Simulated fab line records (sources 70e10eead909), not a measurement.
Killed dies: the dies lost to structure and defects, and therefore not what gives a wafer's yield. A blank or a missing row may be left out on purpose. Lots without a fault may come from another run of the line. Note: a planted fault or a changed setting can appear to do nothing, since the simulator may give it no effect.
Which of the tools did it? ; flow nand-harc ; 24 lots with 72 wafers sampled at 5 steps, on a route of 1159 steps

== WHAT EACH GAUGE READ, for each wafer ==
NHARC_A_ONON_D1_THK_MEAS_11: measures by ellipsometry.
lot;measured;on;thk-nm (nm)
L074;day 7 13:17;film-metro-02;1005 1001 1003
L075;day 8 01:11;film-metro-01;994 994 993
L076;day 8 01:12;film-metro-02;995 997 997
L078;day 8 07:22;film-metro-01;993 991 992
L077;day 8 07:23;film-metro-02;998 1000 1000
L079;day 9 03:57;film-metro-02;994 993 994
L080;day 9 03:58;film-metro-01;991 992 993
L081;day 9 14:08;film-metro-02;1005 1006 1005
L082;day 9 14:08;film-metro-01;986 987 986
L083;day 9 20:10;film-metro-02;1023 1021 1019
L084;day 9 20:11;film-metro-01;1005 1003 1002
L085;day 10 17:22;film-metro-01;986 986 987
L087;day 10 17:23;film-metro-01;990 990 989
L086;day 10 17:23;film-metro-02;996 995 997
L089;day 11 05:03;film-metro-02;1011 1009 1010
L088;day 11 11:49;film-metro-02;996 992 996
L090;day 11 21:14;film-metro-02;1010 1009 1010
L092;day 12 04:14;film-metro-02;991 990 991
L091;day 12 04:20;film-metro-02;1011 1010 1009
L093;day 12 14:27;film-metro-02;1003 1002 1002
L094;day 12 14:35;film-metro-02;1001 1002 1001
L095;day 12 14:35;film-metro-01;1008 1011 1011
L096;day 13 07:11;film-metro-02;1001 999 1002
L097;day 13 07:14;film-metro-01;1028 1026 1028

NHARC_A_ONON_D1_THK_MEAS_18: measures by ellipsometry.
lot;measured;on;thk-nm (nm)
L074;day 7 20:59;film-metro-01;993 995 993
L075;day 8 11:08;film-metro-01;1001 1001 1000
L076;day 8 11:07;film-metro-02;1015 1016 1016
L078;day 8 15:00;film-metro-01;1002 1002 1001
L077;day 8 15:01;film-metro-02;1020 1018 1018
L079;day 9 11:41;film-metro-01;1002 1001 1001
L080;day 9 11:43;film-metro-01;985 988 986
L081;day 9 21:56;film-metro-01;1006 1004 1004
L082;day 9 21:57;film-metro-02;1001 1002 1000
L083;day 10 05:38;film-metro-02;990 991 990
L084;day 10 05:38;film-metro-01;983 983 985
L085;day 11 02:02;film-metro-02;1008 1007 1007
L087;day 11 02:02;film-metro-01;1000 1001 1001
L086;day 11 02:24;film-metro-01;1005 1005 1005
L089;day 11 14:24;film-metro-01;1004 1004 1004
L088;day 11 21:14;film-metro-01;1003 1002 1002
L090;day 12 05:10;film-metro-01;990 990 992
L092;day 12 14:14;film-metro-02;1008 1008 1007
L091;day 12 14:14;film-metro-01;998 997 999
L093;day 13 00:15;film-metro-01;1008 1008 1008
L094;day 13 00:15;film-metro-02;998 998 1000
L095;day 13 00:16;film-metro-02;988 987 987
L096;day 13 18:39;film-metro-02;983 982 982
L097;day 13 18:40;film-metro-02;1002 1001 1001

NHARC_A_ONON_D1_THK_MEAS_21: measures by ellipsometry.
lot;measured;on;thk-nm (nm)
L074;day 7 21:34;film-metro-02;981 979 980
L075;day 8 11:44;film-metro-01;990 991 988
L076;day 8 11:40;film-metro-02;996 994 994
L078;day 8 15:34;film-metro-01;1006 1006 1007
L077;day 8 15:35;film-metro-02;981 982 980
L079;day 9 12:23;film-metro-02;982 982 981
L080;day 9 12:24;film-metro-02;1022 1020 1021
L081;day 9 22:31;film-metro-02;1002 1002 1001
L082;day 9 22:31;film-metro-01;1006 1003 1003
L083;day 10 06:12;film-metro-02;990 988 990
L084;day 10 06:13;film-metro-01;997 996 995
L085;day 11 02:36;film-metro-01;1011 1010 1010
L087;day 11 02:45;film-metro-02;1028 1024 1026
L086;day 11 03:06;film-metro-02;993 994 993
L089;day 11 15:00;film-metro-02;985 988 985
L088;day 11 21:47;film-metro-01;1003 1001 1002
L090;day 12 05:44;film-metro-01;993 992 991
L092;day 12 14:48;film-metro-01;993 992 990
L091;day 12 14:56;film-metro-02;996 993 994
L093;day 13 00:49;film-metro-01;995 994 995
L094;day 13 00:49;film-metro-02;984 983 982
L095;day 13 00:50;film-metro-02;1009 1008 1007
L096;day 13 19:13;film-metro-02;995 998 997
L097;day 13 19:14;film-metro-02;1011 1011 1011

NHARC_A_CHANNEL_HOLE_D1_INSPECT_40.
lot;measured;on;raw-defect-count
L074;day 8 12:12;defect-inspect-01;64 55 51
L075;day 9 03:40;defect-inspect-01;32 51 34
L076;day 9 02:51;defect-inspect-02;76 50 63
L078;day 9 08:40;defect-inspect-01;31 35 59
L077;day 9 08:53;defect-inspect-01;40 38 72
L079;day 10 01:14;defect-inspect-01;59 62 67
L080;day 10 01:37;defect-inspect-02;64 53 75
L081;day 10 11:09;defect-inspect-01;61 65 58
L082;day 10 11:52;defect-inspect-01;45 29 32
L083;day 10 18:24;defect-inspect-01;51 67 60
L084;day 10 19:37;defect-inspect-02;65 70 62
L085;day 11 18:16;defect-inspect-02;66 48 50
L087;day 11 20:04;defect-inspect-01;37 80 20
L086;day 11 22:25;defect-inspect-01;63 78 64
L089;day 12 03:16;defect-inspect-01;39 71 43
L088;day 12 09:44;defect-inspect-01;77 94 101
L090;day 12 17:56;defect-inspect-02;46 55 51
L092;day 13 02:55;defect-inspect-02;75 70 63
L091;day 13 03:29;defect-inspect-02;68 41 48
L093;day 13 13:11;defect-inspect-02;45 45 54
L094;day 13 14:11;defect-inspect-01;55 53 48
L095;day 13 17:22;defect-inspect-01;67 44 50
L096;day 14 10:16;defect-inspect-01;42 68 56
L097;day 14 14:22;defect-inspect-02;63 51 48

== EACH LOT AND THE TOOL THAT RAN IT (in order: tool; ch and the chambers of the sampled wafers; start) ==
lot;NHARC_A_CHANNEL_HOLE_D1_ETCH_20
L074;har-etch-01 ch 0,1, day 8 06:41
L075;har-etch-02 ch 0,1, day 8 21:31
L076;har-etch-01 ch 0,1, day 8 21:19
L078;har-etch-01 ch 0,1, day 9 03:05
L077;har-etch-02 ch 0,1, day 9 03:14
L079;har-etch-01 ch 0,1, day 9 19:05
L080;har-etch-02 ch 0, day 9 20:04
L081;har-etch-01 ch 0,1, day 10 05:44
L082;har-etch-02 ch 0,1, day 10 06:23
L083;har-etch-01 ch 0,1, day 10 12:52
L084;har-etch-02 ch 0,1, day 10 13:36
L085;har-etch-01 ch 0,1, day 11 12:42
L087;har-etch-02 ch 0,1, day 11 14:28
L086;har-etch-01 ch 0,1, day 11 16:53
L089;har-etch-02 ch 0,1, day 11 21:42
L088;har-etch-01 ch 0,1, day 12 04:11
L090;har-etch-02 ch 0,1, day 12 12:19
L092;har-etch-01 ch 0,1, day 12 21:20
L091;har-etch-02 ch 0,1, day 12 21:55
L093;har-etch-02 ch 0,1, day 13 07:34
L094;har-etch-01 ch 0,1, day 13 08:27
L095;har-etch-02 ch 0,1, day 13 11:45
L096;har-etch-02 ch 1, day 14 04:40
L097;har-etch-02 ch 0,1, day 14 08:47
- NHARC_A_CHANNEL_HOLE_D1_ETCH_20: etches the open film in C4F8/O2/Ar, time 361.9 s, target depth 1600 nm.

== WHAT THE TOOLS THEMSELVES READ (means of the sampled wafers that have a number; where no wafer has one, the mark that the record gives instead) ==
NHARC_A_CHANNEL_HOLE_D1_ETCH_20.
lot;tool;c4f8-flow-sccm (sccm);drypump-motor-current-A (A);showerhead-plenum-p-Torr (Torr);throttle-valve-pct (%)
L074;har-etch-01;89.17;5.77;3.83;32.151
L075;har-etch-02;89.28;5.79;3.74;32.164
L076;har-etch-01;89.09;5.77;3.82;32.155
L078;har-etch-01;89.36;5.73;3.82;32.151
L077;har-etch-02;88.98;5.79;3.73;32.153
L079;har-etch-01;89.15;5.75;3.82;32.159
L080;har-etch-02;89.19;5.89;3.58;32.150
L081;har-etch-01;89.09;5.72;3.82;32.155
L082;har-etch-02;89.57;5.83;3.66;32.153
L083;har-etch-01;88.94;5.74;3.81;32.155
L084;har-etch-02;89.31;5.82;3.65;32.163
L085;har-etch-01;89.33;5.75;3.81;32.153
L087;har-etch-02;89.58;5.81;3.65;32.159
L086;har-etch-01;88.98;5.75;3.81;32.153
L089;har-etch-02;89.21;5.78;3.72;32.161
L088;har-etch-01;89.13;5.71;3.80;32.157
L090;har-etch-02;89.34;5.83;3.64;32.148
L092;har-etch-01;89.33;5.76;3.80;32.150
L091;har-etch-02;89.39;5.84;3.64;32.160
L093;har-etch-02;88.96;5.78;3.71;32.157
L094;har-etch-01;89.16;5.76;3.80;32.140
L095;har-etch-02;89.26;5.78;3.71;32.153
L096;har-etch-02;89.43;5.73;3.78;32.147
L097;har-etch-02;89.24;5.79;3.70;32.150

== THE ANSWER, worked out from the rows above alone ==
Rule: the usual values come from the lots themselves. The widest of any qualifying gaps counts: lots, ordered by their means at a reading, are off when they make up no more than a third of the lots, leave a main group of 4 or more, and stand apart from it by 3 or more times the standard deviation of that group's means. The tables above print the reading to a certain number of digits; a main group whose means all agree to those digits is not used. A lot without any number at a reading at which 4 lots or more have one is off too. All remaining lots with rows at the step are treated as sound. After the gauges, taken in route order, come the tools' own readings; for these a lot's mean is taken, as printed above. The first step at which some lot is off is used, and at that step the reading that is off furthest; a lot without a number counts as furthest.
Nothing can be told from this: no lot is off at any reading shown.

== WHAT WAS PUT IN BY THE SIMULATOR ==
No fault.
